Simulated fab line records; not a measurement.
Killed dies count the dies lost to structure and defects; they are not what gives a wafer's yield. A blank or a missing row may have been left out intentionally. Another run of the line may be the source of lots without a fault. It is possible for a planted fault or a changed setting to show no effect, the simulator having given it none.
fab line records	flow n5Finfet
[record] lots = 5	wafers = 13	lastDay = 15
route steps=1938 shown BEOL_M10@1524 BEOL_M11@1536 PASSIVATION@1936
lots untouched by any fault: they come from a run of this same line in which no faults occurred
startH: start of the lot's first displayed wafer, in hours after the record's first day	waitH: hours from the lot's prior step to this one	" unchanged from the row above	L1.1+2: one row covering several wafers at once	- no value, or no start was given	* or withheld: withheld	< > ~ a bound
route shown NAME@n: a module of which the file shows steps, and the number in the route of the first	usual: mean and standard deviation over wafers with no fault	same: alike in all rows	chamber/n: place in a boat	sites: the reading at each site	_std_site: the standard deviation of these	_edge_site: inner sites' mean taken away from outer sites' mean	radiusMm: for every site, how far away it sits from the centre of the wafer	mask NAME#n: copy n	behind: the last tool/chamber to shape the wafer	hold: the reason the lot was held/the length of the hold in hours/how it ended	device: names the non-switching transistor (n, p or np)	end of line: tests of these same wafers at the route's end	for a step that has no rows: nothing shown but its recipe	killed: at the first sort, the dies lost to defects and structure; wafer yield is something else	map: dies across one wafer; x = killed, . = not, _ = none there
set.NAME: setting as actually run; set.NAME@STEP: the setting as run at that earlier step	model.NAME: the simulator's own value behind a step, which no gauge read
lots at some steps of the route; a table a step, a row a wafer
services: the hour from which a tool's chamber was out of use, counted from the record's first day as startH (under 0 if before that day), plus the number of hours and why
[[steps]]
[step N5_BEOL_M10_ALD_74]
[recipe] material = TaN	targetThkA = 20	tempC = 275	aldPrecursorFamily = PDMAT	aldCoReactant = NH3	pressureTorr = 3	carrierFlowSccm = 1500	pulseTimeS = 2	purgeTimeS = 3	coReactantPurgeTimeS = 2	coReactantPulseTimeS = 3	aldCycles = 40	precursorVesselTempC = 75	precursorVesselPressureTorr = 26.25	precursorVesselCarrierSccm = 1000
[step N5_BEOL_M10_SURFACE_TREAT_76]
[recipe] gas = Ar	timeS = *	ionEnergyEv = *	ionCurrentMaCm2 = 0.5	pressureMtorr = *	arFlowSccm = 30
[step N5_BEOL_M10_CVD_75]
[recipe] material = Co	targetThkA = 20	tempC = withheld	precursor = CCTBA/H2	pressureTorr = 30	timeS = 138.9
[step N5_BEOL_M10_SPUTTER_48]
[recipe] material = Cu	targetThkA = 120	tempC = -20	biasV = 60	powerW = 26000	chamberPressurePa = 0.13	timeS = 2
[step N5_BEOL_M10_ECD_50]
[recipe] material = Cu	targetThkA = 3180
[step N5_BEOL_M10_ANNEAL_51]
[recipe] tempC = 225	timeS = 90	ambient = N2
[step N5_BEOL_M10_CMP_52]
[recipe] stopOn = SiCOH_lowk	tOverpolishS = 7	downForcePsi = 1	platenRpm = 50	clearingPlatenDownForcePsi = 1.5	clearingPlatenRpm = 50	postCmpClean = cuAlkaline	targetThkNm = 140	clearingPlatenPadVelocityMS = 0.99484	padVelocityMS = 0.99484
[step N5_BEOL_M10_PRE_CLEAN_55]
[recipe] gas = NH3	timeS = 15	tempC = withheld	rfPowerW = 300
[step N5_BEOL_M10_DEP_56]
[recipe] material = SiCN	targetThkA = 150	tempC = withheld	precursor = 3MS/NH3	pressureTorr = 3	rfW = 202	timeS = 26.5
[step N5_BEOL_M11_ILD_DEP_00]
[recipe] material = SiCOH_lowk	targetThkA = 3085.1	tempC = 300	precursor = DEMS/porogen	pressureTorr = 5	rfW = 500	timeS = 58
[usual] heaterPowerW = 325/58	runLengthS = 100.9/0.58	showerheadPlenumPTorr = 5.747/0.0094	throttleValvePct = 13.9/0.79
lot.wafer	tool	chamber	startH	waitH	heaterPowerW	runLengthS	showerheadPlenumPTorr	throttleValvePct	model.SiCOH_lowk_of_BEOL_M11_ILD_DEP_00.thkNm
L468.1	pecvd-04	0	235.73	0.0	301	100.5	5.769	14.6	303.6
L468.3	"	2	"	"	323	100.8	5.742	13.4	304.6
L468.4	"	0	"	"	302	100.5	5.763	14.5	308
L471.1	pecvd-04	1	264.29	0.0	380	100.2	5.744	13.7	303
L471.5	"	2	"	"	343	85.7	5.743	13.5	225.2
L471.6	"	1	"	"	362	100.5	5.747	14.0	308
L472.5	pecvd-04	0	265.40	0.1	308	85.4	5.737	14.6	227.8
L472.6	"	2	"	"	291	100.8	5.753	13.4	309.8
L473.2	pecvd-04	1	276.70	0.0	345	84.4	5.754	14.0	220.2
L473.5	"	0	"	"	311	85.0	5.761	14.3	224
L481.1	pecvd-01	0	313.02	0.0	252	100.7	5.750	14.7	312.8
L481.3	"	1	"	"	352	101.9	5.752	12.7	308.8
L481.6	"	0	"	"	181	100.8	5.756	14.3	315.6
[step N5_BEOL_M11_CURE_71]
[recipe] tempC = 385	timeS = 240	ambient = He/Ar	material = SiCOH_lowk
[step N5_BEOL_M11_THK_MEAS_01]
[recipe] reads = SiCOH_lowk_of_BEOL_M11_ILD_DEP_00
[usual] M11_ILD_THK = 267/3.6
lot.wafer	tool	chamber	startH	waitH	M11_ILD_THK[nm]
L468.1	filmMetro-02	-	236.51	0.4	264
L468.3	"	-	"	"	264
L468.4	"	-	"	"	267
L471.1	filmMetro-01	-	264.88	0.4	263
L471.5	"	-	"	"	195
L471.6	"	-	"	"	267
L472.5	filmMetro-01	-	265.96	0.1	197
L472.6	"	-	"	"	269
L473.2	filmMetro-01	-	277.29	0.4	190
L473.5	"	-	"	"	194
L481.1	filmMetro-02	-	313.65	0.4	272
L481.3	"	-	"	"	268
L481.6	"	-	"	"	274
[step N5_BEOL_M11_PECVD_70]
[recipe] material = SiO2	targetThkA = 200	tempC = 400	precursor = TEOS/O2	pressureTorr = 5.5	rfW = 450	teosFlowSccm = 53.8	gas = O2	flowSccm = 3000	timeS = 22.7
[step N5_BEOL_M11_HM_DEP_02]
[recipe] material = TiN	targetThkA = 200	tempC = 25	chamberPressurePa = 0.49996
[step N5_BEOL_M11_COAT_59]
[recipe] resist = SOC	tempC = 250	timeS = 60	spinRpm = 1500	resistThkNm = 100
[step N5_BEOL_M11_COAT_60]
[recipe] resist = SiARC	tempC = 220	timeS = 60	spinRpm = 1500	resistThkNm = 30
[step N5_BEOL_M11_COAT_05]
[recipe] resist = CAR-ArF	spinRpm = 1500	resistThkNm = 90
[step N5_BEOL_M11_EBR_07]
[recipe] solvent = PGMEA	ebrWidthMm = 1.5
[step N5_BEOL_M11_SOFTBAKE_06]
[recipe] tempC = 110	timeS = 60	resist = CAR-ArF
[step N5_BEOL_M11_EXPOSE_08]
[recipe] maskId = M11	na = 1.35	sourceShape = dipole	sigmaInner = 0.411	sigmaOuter = 0.611	polarization = te	doseMj = 53.75
[step N5_BEOL_M11_PEB_09]
[recipe] pebTempC = withheld	pebTimeS = 60	resist = CAR-ArF
[step N5_BEOL_M11_DEVELOP_10]
[recipe] developTimeS = 30	developer = TMAH	resist = CAR-ArF	rinseLiquid = diw	dry = airSpin	devTempC = 23
[step N5_BEOL_M11_DESCUM_16]
[recipe] chemistry = O2	timeS = 7.9	sourcePowerW = 50	biasPowerW = 20	pressureMtorr = 20	rfFrequencyHz = 2.712e+07	tempC = 40	resist = CAR-ArF	o2FlowSccm = 225
[step N5_BEOL_M11_ETCH_61]
[recipe] chemistry = CF4	target = SiARC	targetDepthA = 390	maskMaterial = CAR-ArF	timeS = 65	ionEnergyEv = 80	pressureMtorr = 40	sourceW = 545	biasW = 36	Ar_flow_sccm = 100	cf4FlowSccm = 100	ends = cleared
[step N5_BEOL_M11_ETCH_62]
[recipe] chemistry = N2/H2	target = SOC	targetDepthA = 1100	overetchA = 220	maskMaterial = SiARC	tempC = 40	timeS = 165	ionEnergyEv = 200	pressureMtorr = 30	sourceW = 840	biasW = 150	n2FlowSccm = 200	h2FlowSccm = 200
[step N5_BEOL_M11_STRIP_68]
[recipe] chemistry = N2/H2	tempC = 40	n2FlowSccm = 200	h2FlowSccm = 200	rfFrequencyHz = 6e+07
[step N5_BEOL_M11_STRIP_67]
[recipe] chemistry = CF4	resist = SiARC	powerW = 300	biasPowerW = 75	pressureMtorr = 50	cf4FlowSccm = 150	rfFrequencyHz = 6e+07
[step N5_BEOL_M11_HM_OPEN_17]
[recipe] chemistry = Cl2/BCl3	targetDepthA = 200	overetchA = 60	target = TiN	maskMaterial = SOC	ionEnergyEv = 150	pressureMtorr = 10	icpW = 1000	biasW = 126	Cl2_flow_sccm = 53.25	bcl3FlowSccm = 21.75	Ar_flow_sccm = 25
[step N5_BEOL_M11_STRIP_19]
[recipe] chemistry = O2	powerW = 400	tempC = 40	pressureMtorr = 30	rfFrequencyHz = 6e+07	biasPowerW = 0	overashFraction = 0.2	o2FlowSccm = 225
[step N5_BEOL_M11_COAT_63]
[recipe] resist = SOC	tempC = 250	timeS = 60	spinRpm = 1500	resistThkNm = 100
[step N5_BEOL_M11_COAT_64]
[recipe] resist = SiARC	tempC = 220	timeS = 60	spinRpm = 1500	resistThkNm = 30
[step N5_BEOL_M11_COAT_22]
[recipe] resist = CAR-ArF	spinRpm = 1500	resistThkNm = 90
[step N5_BEOL_M11_EBR_24]
[recipe] solvent = PGMEA	ebrWidthMm = 1.5
[step N5_BEOL_M11_SOFTBAKE_23]
[recipe] tempC = 110	timeS = 60	resist = CAR-ArF
[step N5_BEOL_M11_EXPOSE_25]
[recipe] maskId = V10	na = 1.35	sourceShape = annular	sigmaInner = 0.5	sigmaOuter = 0.8	polarization = unpolarized	doseMj = 85.5
[step N5_BEOL_M11_CMP_52]
[recipe] stopOn = SiCOH_lowk	tOverpolishS = 7	downForcePsi = 1	platenRpm = 50	clearingPlatenDownForcePsi = 1.5	clearingPlatenRpm = 50	postCmpClean = cuAlkaline	targetThkNm = 140	clearingPlatenPadVelocityMS = 0.99484	padVelocityMS = 0.99484
[usual] motorCurrentA = 6.1/0.53	padLifeWafers = 1106/690	slurryFilterDpKPa = 13.50/0.12
lot.wafer	tool	chamber	startH	waitH	motorCurrentA	padLifeWafers	slurryFilterDpKPa	model.SiCOH_lowk_of_BEOL_M11_ILD_DEP_00.thkNm
L468.4	cmp-01	2	243.49	0.1	5.6	1896	13.61	264.4
L468.1	"	3	"	"	7.2	1897	13.27	260.6
L468.3	"	1	"	"	7.0	1899	13.55	261.6
L471.1	cmp-04	3	272.75	0.5	6.1	1359	13.38	260
L471.5	"	0	"	"	5.6	-	13.47	191.6
L471.6	"	1	"	"	6.0	-	13.58	264.4
L472.5	cmp-04	1	273.10	0.2	5.7	-	13.56	194
L472.6	"	2	"	"	6.2	-	13.47	266.2
L473.2	cmp-04	1	284.33	0.2	6.2	1458	13.48	187.4
L473.5	"	1	"	"	5.8	-	13.54	190.6
L481.3	cmp-02	3	319.46	0.2	5.8	85	13.44	265.2
L481.1	"	0	"	"	6.4	86	13.53	268.8
L481.6	"	3	"	"	5.7	-	13.41	271.2
[step N5_PASSIVATION_PROBE_49]
[usual] defectLimitedYield = 90.9/1.6	killed_at_M0_to_M3 = 34/11	killed_at_M4_up = 14/5.7	killedAtContacts = 13/6.5	killedAtFrontEnd = 43/11	killedAtOther = 4/3.1	killedDies = 107/19	killedOpen = 71/14	killedShort = 35/7.9	sort_bin_5_function = 5.3/1.1	sort_bin_6_memory = 3.4/0.74	sortNPass = 1073/19	sortYieldPct = 90.9/1.6
[same] grossDies = 1180	killedAtBackSide = 0	sort_bin_4_leakage[%] = 0	sort_bin_8_speed[%] = 0
lot.wafer	tool	chamber	startH	waitH	defectLimitedYield[%]	killed_at_M0_to_M3	killed_at_M4_up	killedAtContacts	killedAtFrontEnd	killedAtOther	killedDies	killedOpen	killedShort	sort_bin_5_function[%]	sort_bin_6_memory[%]	sortNPass	sortYieldPct[%]
L472.5	prober-01	-	315.10	0.2	90.6	18	16	9	63	5	111	75	36	5.5	3.4	1069	90.6
// killed by level:class
L472.5 FIN_SAQP:geometricParticle:open=13 STI_FIN_REVEAL:geometricParticle:open=13 MOL_CONTACT_COAG:geometricParticle:open=9 FIN_SAQP:geometricParticle:short=6 BEOL_M0_SAQP:geometricParticle:short=6 BEOL_M4:geometricParticle:open=6 STARTING-WAFER:geometricParticle:open=6 BEOL_M0_SAQP:geometricParticle:open=5
[[services]]
tool	chamber	startH	hours	kind
cmp-01	-	216.30	6.0	pm
cmp-02	-	226.70	5.5	pm
pecvd-04	-	226.86	0.3	repair
pecvd-01	2	240.45	2.1	scheduledDown
cmp-01	-	248.49	9.0	repair
cmp-01	-	262.95	3.7	repair
cmp-04	-	280.95	2.1	repair
cmp-01	-	281.95	4.0	pm
cmp-01	-	285.95	-	consumableReplace:conditioner
cmp-01	-	285.95	-	consumableReplace:pad
cmp-02	-	294.69	4.3	pm
cmp-02	-	304.26	4.0	pm
pecvd-04	-	305.06	0.7	repair
cmp-02	-	308.26	-	consumableReplace:conditioner
cmp-02	-	308.26	-	consumableReplace:pad
pecvd-04	1	311.86	2.0	repair
cmp-04	-	317.85	1.7	repair
[[key]]
[firstSign] step = N5_BEOL_M11_ILD_DEP_00	reading = runLengthS	direction = down	sigmas = 27	usual = *	struck = *
[effect] step = N5_BEOL_M11_THK_MEAS_01	reading = M11_ILD_THK	direction = down	sigmas = 20	usual = 267	struck = 194
[modelEffect] step = N5_BEOL_M11_ILD_DEP_00	value = SiCOH_lowk_of_BEOL_M11_ILD_DEP_00.thkNm	without = 307.4	struck = 224.3
[modelEffect] step = N5_BEOL_M11_CMP_52	value = SiCOH_lowk_of_BEOL_M11_ILD_DEP_00.thkNm	without = 264	struck = 190.9
metAt N5_BEOL_M11_ILD_DEP_00
struckWafers L471.5,L472.5,L473.2,L473.5
onsetBetween 235.73 264.29
[fault] kind = processParameterDrift	tool = pecvd-04	chamber = -	onsetH = 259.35	steps = N5_BEOL_M11_ILD_DEP_00	channel = timeS	offset = *	shape = step	endH = 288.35	scope = struckWafersOnly	actsIn = *	stated = *
